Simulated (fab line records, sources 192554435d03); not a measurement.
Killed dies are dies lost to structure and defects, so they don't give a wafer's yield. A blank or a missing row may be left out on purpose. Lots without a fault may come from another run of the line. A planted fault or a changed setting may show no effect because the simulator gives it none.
fab line records | flow n5_finfet
record lots=3 wafers=8 last_day=15
route steps=1938 shown BEOL_M2@916 BEOL_M3@931 BEOL_M4@1111 PASSIVATION@1936
lots that met no fault: from a run of the same line without faults
start_h: hours from the record's first day to the start of the lot's first wafer shown | wait_h: hours since the lot's step before | " the same as in the row above | L1.1+2: a row that stands for several wafers | - no value, or no start given | * or withheld: withheld | < > ~ a bound
route shown NAME@n: a module of which the file shows steps, and the number in the route of the first | usual: mean/standard deviation of fault-free wafers | same: alike in all rows | chamber/n: place in a boat | sites: the reading at each site | _std_site: their standard deviation | _edge_site: outer sites' mean less inner sites' | radius_mm: how far each site lies from the wafer's centre | mask NAME#n: copy n | behind: the tool/chamber that last shaped the wafer | hold: why the lot was held/for how many hours/how that ended | device: the transistor (n, p or np) that didn't switch | end of line: the same wafers' tests at the end of the route | a step without rows: its recipe alone | killed: dies lost to structure and defects at the first sort, not the wafer's yield | map: a wafer's dies, x killed, . not, _ none there
set.NAME: the setting as run; set.NAME@STEP: as run at that earlier step | model.NAME: the simulator's own value behind a step, which no gauge read
lots at some steps of the route; a table a step, a row a wafer
services: from which hour (start_h, from the record's first day; less than 0 if before it) a tool's chamber was out of use, for how many hours, and why
## steps
# step N5_BEOL_M2_SPUTTER_92
# recipe material=Cu target_thk_a=45 temp_c=-20 chamber_pressure_pa=0.07 power_w=withheld time_s=8.29
# step N5_BEOL_M2_ANNEAL_93
# recipe temp_c=400 time_s=240 ambient=vacuum
# step N5_BEOL_M2_SPUTTER_94
# recipe material=Cu target_thk_a=45 temp_c=-20 chamber_pressure_pa=0.07 power_w=withheld time_s=8.29
# step N5_BEOL_M2_ANNEAL_95
# recipe temp_c=400 time_s=240 ambient=vacuum
# step N5_BEOL_M2_SPUTTER_96
# recipe material=Cu target_thk_a=45 temp_c=-20 chamber_pressure_pa=0.07 power_w=withheld time_s=8.29
# step N5_BEOL_M2_ECD_50
# recipe material=Cu target_thk_a=3000
# step N5_BEOL_M2_ANNEAL_51
# recipe temp_c=225 time_s=90 ambient=N2
# step N5_BEOL_M2_CMP_52
# recipe stop_on=SiOC t_overpolish_s=6.8 down_force_psi=1 platen_rpm=50 clearing_platen_down_force_psi=1.5 clearing_platen_rpm=50 post_cmp_clean=cu_alkaline target_thk_nm=40 clearing_platen_pad_velocity_m_s=0.99484 pad_velocity_m_s=0.99484
# step N5_BEOL_M2_PRE_CLEAN_60
# recipe gas=NH3/H2 time_s=15 temp_c=* rf_power_w=300
# step N5_BEOL_M2_CO_CAP_55
# recipe material=Co target_thk_a=20 temp_c=200 precursor=CCTBA/H2 pressure_torr=30 time_s=102.1
# step N5_BEOL_M2_PRE_CLEAN_56
# recipe gas=NH3 time_s=15 temp_c=withheld rf_power_w=300
# step N5_BEOL_M2_DEP_57
# recipe material=SiCN target_thk_a=80 temp_c=withheld precursor=3MS/NH3 pressure_torr=3 rf_w=202 time_s=14
# usual rf_fwd_power_W=199.5/1 showerhead_plenum_p_Torr=3.667/0.012 throttle_valve_pct=9.0/0.33
# columns lot.wafer tool chamber start_h wait_h rf_fwd_power_W showerhead_plenum_p_Torr throttle_valve_pct model.SiCN_of_BEOL_M2_DEP_57.thk_nm
L875.1 pecvd-03 1 200.68 0.0 200.5 3.686 9.3 7.8
L875.3 " 0 " " 199.9 3.670 9.2 7.8
L875.4 " 2 " " 198.8 3.646 9.0 8
L881.3 pecvd-03 1 243.34 0.0 201.1 3.682 9.1 7.8
L881.4 " 0 " " 200.0 3.675 9.3 8
L881.6 " 0 " " 199.8 3.664 8.9 7.8
L882.1 pecvd-03 0 246.56 0.0 200.1 3.665 9.3 7.6
L882.4 " 0 " " - 3.667 9.2 2.8
# step N5_BEOL_M3_ILD_DEP_00
# recipe material=SiOC target_thk_a=790 temp_c=350 precursor=DEMS/O2 pressure_torr=5 rf_w=500 time_s=15.3
# step N5_BEOL_M3_PECVD_72
# recipe material=SiO2 target_thk_a=160 temp_c=400 precursor=TEOS/O2 pressure_torr=5.5 rf_w=450 teos_flow_sccm=53.8 gas=O2 flow_sccm=3000 time_s=18
# step N5_BEOL_M3_HM_DEP_02
# recipe material=TiN target_thk_a=200 temp_c=25 chamber_pressure_pa=0.49996
# step N5_BEOL_M3_COAT_61
# recipe resist=SOC temp_c=250 time_s=60 spin_rpm=1500 resist_thk_nm=60
# step N5_BEOL_M3_COAT_62
# recipe resist=SiARC temp_c=220 time_s=60 spin_rpm=1500 resist_thk_nm=12
# step N5_BEOL_M3_COAT_73
# recipe resist=underlayer temp_c=205 time_s=60 spin_rpm=1500 resist_thk_nm=5
# step N5_BEOL_M3_COAT_05
# recipe resist=CAR-EUV spin_rpm=1500 resist_thk_nm=30
# step N5_BEOL_M3_EBR_07
# recipe solvent=PGMEA ebr_width_mm=1.5
# step N5_BEOL_M3_SOFTBAKE_06
# recipe temp_c=110 time_s=60 resist=CAR-EUV
# step N5_BEOL_M3_EXPOSE_08
# recipe mask_id=M3 na=0.33 source_shape=dipole sigma_inner=0.369 sigma_outer=0.767 polarization=unpolarized dose_mj=33
# step N5_BEOL_M3_PEB_09
# recipe peb_temp_c=100 peb_time_s=60 resist=CAR-EUV
# step N5_BEOL_M3_DEVELOP_10
# recipe develop_time_s=30 developer=TMAH resist=CAR-EUV rinse_liquid=surfactant_rinse dry=air_spin dev_temp_c=23
# step N5_BEOL_M3_DESCUM_16
# recipe chemistry=O2 time_s=7 source_power_w=50 bias_power_w=20 pressure_mtorr=20 rf_frequency_hz=2.712e+07 temp_c=40 resist=CAR-EUV o2_flow_sccm=225
# step N5_BEOL_M3_ETCH_74
# recipe chemistry=N2/H2 target=underlayer target_depth_a=65 mask_material=CAR-EUV time_s=5.2 ion_energy_ev=200 pressure_mtorr=30 source_w=840 bias_w=150 n2_flow_sccm=200 h2_flow_sccm=200 ends=cleared
# step N5_BEOL_M3_ETCH_63
# recipe chemistry=CF4 target=SiARC target_depth_a=156 mask_material=CAR-EUV time_s=26 ion_energy_ev=80 pressure_mtorr=40 source_w=545 bias_w=36 Ar_flow_sccm=100 cf4_flow_sccm=100 ends=cleared
# step N5_BEOL_M3_ETCH_64
# recipe chemistry=N2/H2 target=SOC target_depth_a=750 overetch_a=150 mask_material=SiARC temp_c=40 time_s=112.5 ion_energy_ev=200 pressure_mtorr=30 source_w=840 bias_w=150 n2_flow_sccm=200 h2_flow_sccm=200
# step N5_BEOL_M3_STRIP_65
# recipe chemistry=N2/H2 temp_c=40 n2_flow_sccm=200 h2_flow_sccm=200 rf_frequency_hz=6e+07
# step N5_BEOL_M3_STRIP_75
# recipe chemistry=N2/H2 temp_c=40 n2_flow_sccm=200 h2_flow_sccm=200 rf_frequency_hz=6e+07
# step N5_BEOL_M3_STRIP_66
# recipe chemistry=CF4 resist=SiARC power_w=300 bias_power_w=75 pressure_mtorr=50 cf4_flow_sccm=150 rf_frequency_hz=6e+07
# step N5_BEOL_M3_HM_OPEN_17
# recipe chemistry=Cl2/BCl3 target_depth_a=200 overetch_a=60 target=TiN mask_material=SOC ion_energy_ev=150 pressure_mtorr=10 icp_w=1000 bias_w=126 Cl2_flow_sccm=53.25 bcl3_flow_sccm=21.75 Ar_flow_sccm=25
# step N5_BEOL_M3_STRIP_19
# recipe chemistry=O2 power_w=400 temp_c=40 pressure_mtorr=30 rf_frequency_hz=6e+07 bias_power_w=0 overash_fraction=0.2 o2_flow_sccm=225
# step N5_BEOL_M3_COAT_67
# recipe resist=SOC temp_c=250 time_s=60 spin_rpm=1500 resist_thk_nm=60
# step N5_BEOL_M3_CMP_52
# recipe stop_on=SiOC t_overpolish_s=6.8 down_force_psi=1 platen_rpm=50 clearing_platen_down_force_psi=1.5 clearing_platen_rpm=50 post_cmp_clean=cu_alkaline target_thk_nm=40 clearing_platen_pad_velocity_m_s=0.99484 pad_velocity_m_s=0.99484
# usual barrier_field_endpoint_s=24.6/0.61 motor_current_A=6.3/0.63 overpolish_run_s=6.800/0.0082 slurry_filter_dp_kPa=13.50/0.14 time_to_endpoint_s=62.2/2.8
# columns lot.wafer tool chamber start_h wait_h barrier_field_endpoint_s motor_current_A overpolish_run_s slurry_filter_dp_kPa time_to_endpoint_s model.Cu_of_BEOL_M3_ECD_50.thk_nm
L875.4 cmp-02 2 211.80 0.1 25.2 5.6 6.799 13.51 62.1 42.4
L875.1 " 3 " " 24.4 5.4 6.797 13.52 59.3 38.6
L875.3 " 1 " " 24.4 7.2 6.806 13.71 59.9 39
L881.4 cmp-02 3 251.50 0.1 23.6 5.5 6.787 13.59 56.3 39.2
L881.3 " 1 " " 24.2 7.7 6.804 13.73 59.3 40.8
L881.6 " 0 " " 24.6 5.9 6.794 13.53 63.1 40.8
L882.1 cmp-01 0 254.29 0.5 23.9 6.3 6.806 13.47 60.7 39.8
L882.4 " 1 " " 24.5 6.6 6.789 13.38 60.4 36.4
# step N5_BEOL_M3_RS_MEAS_58
# recipe thk_meas_gauge=four-point-probe reads=Co_of_BEOL_M3_CO_CAP_55+Cu_of_BEOL_M3_ECD_50+Co_of_BEOL_M3_CVD_47+TaN_of_BEOL_M3_ALD_84
# usual M3_RS=0.662/0.029
# columns lot.wafer tool chamber start_h wait_h M3_RS[ohm/sq]
L875.1 film_metro-01 - 212.35 0.0 0.699
L875.3 " - " " 0.691
L875.4 " - " " 0.623
L881.3 film_metro-01 - 252.07 0.1 0.649
L881.4 " - " " 0.688
L881.6 " - " " 0.649
L882.1 film_metro-02 - 254.90 0.0 0.676
L882.4 " - " " 0.756
# step N5_BEOL_M4_RC_MEAS_101
# usual DIBL_N=36.4/1.3 DIBL_P=36.5/1.7 IOFF_N=0.154/0.022 IOFF_P=0.202/0.025 ION_N=671/9.8 ION_P=460/6.8 SS_N=71.6/0.54 SS_P=73.4/0.58 VT_N=250.9/2.8 VT_P=-251.4/2.7
# columns lot.wafer tool chamber start_h wait_h DIBL_N[mV/V] DIBL_P[mV/V] IOFF_N[nA/um] IOFF_P[nA/um] ION_N[uA/um] ION_P[uA/um] SS_N[mV/dec] SS_P[mV/dec] VT_N[mV] VT_P[mV]
L875.1 prober-01 0 224.24 0.0 37.1 38.2 0.170 0.210 677 459 72.1 73.5 248.3 -252.3
L875.3 " 0 " " 37.0 38.3 0.168 0.211 666 455 72.5 73.1 251.1 -252.3
L875.4 " 0 " " 35.2 36.1 0.137 0.183 666 459 71.1 72.8 250.0 -251.6
L881.3 prober-01 0 261.55 0.3 38.4 39.2 0.214 0.277 691 468 72.1 74.0 245.4 -247.7
L881.4 " 0 " " 36.5 35.6 0.162 0.218 676 462 71.5 72.8 249.8 -249.8
L881.6 " 0 " " 35.8 35.1 0.151 0.196 667 457 71.7 73.3 250.2 -249.2
L882.1 prober-01 0 265.32 0.0 34.6 35.4 0.134 0.196 679 465 70.9 73.0 254.6 -249.5
L882.4 " 0 " " 33.5 34.3 0.123 0.190 656 456 71.3 72.8 255.7 -250.8
# step N5_PASSIVATION_PROBE_49
# usual defect_limited_yield=91.1/1.3 killed_at_M0_to_M3=34/10 killed_at_M4_up=14/5.7 killed_at_contacts=12/5.9 killed_at_front_end=41/12 killed_at_other=4/3.1 killed_dies=105/15 killed_open=69/11 killed_short=35/7.8 sort_bin_5_function=5.3/0.81 sort_bin_6_memory=3.3/0.75 sort_n_pass=1075/15 sort_yield_pct=91.1/1.3
# same gross_dies=1180 killed_at_back_side=0 sort_bin_4_leakage[%]=0 sort_bin_8_speed[%]=0
# columns lot.wafer tool chamber start_h wait_h defect_limited_yield[%] killed_at_M0_to_M3 killed_at_M4_up killed_at_contacts killed_at_front_end killed_at_other killed_dies killed_open killed_short sort_bin_5_function[%] sort_bin_6_memory[%] sort_n_pass sort_yield_pct[%]
L875.1 prober-01 - 324.50 0.0 91.4 34 16 9 40 2 101 61 35 5.1 3.3 1079 91.4
L875.3 prober-01 - 324.60 0.1 91.9 27 16 18 29 6 96 69 18 4.8 2.8 1084 91.9
L875.4 prober-01 - 324.65 0.2 93.6 27 11 0 34 3 75 44 24 3.9 2.0 1105 93.6
# killed by level:class
L875.1 BEOL_M0_SAQP:geometric_particle:open=15 STI_FIN_REVEAL:geometric_particle:open=10 BEOL_M0_SAQP:geometric_particle:short=10 MOL_CONTACT_COAG:geometric_particle:open=7 FIN_SAQP:geometric_particle:open=6 FIN_SAQP:geometric_particle:short=6 BEOL_M4:geometric_particle:open=5 GATE_CUT:geometric_particle:short=4
L875.3 MOL_CONTACT_COAG:geometric_particle:open=15 STI_FIN_REVEAL:geometric_particle:open=7 BEOL_M3:geometric_particle:open=6 STARTING-WAFER:geometric_particle:open=5 BEOL_M0_SAQP:geometric_particle:short=4 BEOL_M2:geometric_particle:open=4 HKMG_FIN:area_etch=4 MOL_CONTACT_COAG:geometric_particle:short=3
L875.4 BEOL_M0_SAQP:geometric_particle:open=9 STI_FIN_REVEAL:geometric_particle:open=7 BEOL_M0_SAQP:geometric_particle:short=7 FIN_SAQP:geometric_particle:open=5 FIN_SAQP:geometric_particle:short=5 DUMMY_GATE:geometric_particle:open=5 BEOL_M2:geometric_particle:open=3 BEOL_M5:geometric_particle:open=3
## services
# columns tool chamber start_h hours kind
pecvd-03 2 178.04 2.1 scheduled_down
cmp-01 - 189.30 1.0 repair
cmp-02 - 201.67 0.3 repair
pecvd-03 2 239.61 5.5 scheduled_down
cmp-01 - 245.32 0.2 repair
cmp-02 - 248.33 0.2 repair
## key
first_sign step=N5_BEOL_M3_RS_MEAS_58 reading=M3_RS direction=up sigmas=3.2 usual=0.662 struck=0.756
effect none on later readings
model_effect step=N5_BEOL_M2_DEP_57 value=SiCN_of_BEOL_M2_DEP_57.thk_nm without=7.8 struck=2.8
model_effect step=N5_BEOL_M3_CMP_52 value=Cu_of_BEOL_M3_ECD_50.thk_nm without=41.6 struck=36.4
met_at N5_BEOL_M2_DEP_57
struck_wafers L882.4
onset_between 243.34 246.56
fault kind=process_parameter_drift tool=pecvd-03 chamber=- onset_h=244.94 steps=N5_BEOL_M2_DEP_57 channel=time_s offset=* shape=step end_h=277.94 scope=struck_wafers_only acts_in=* stated=*
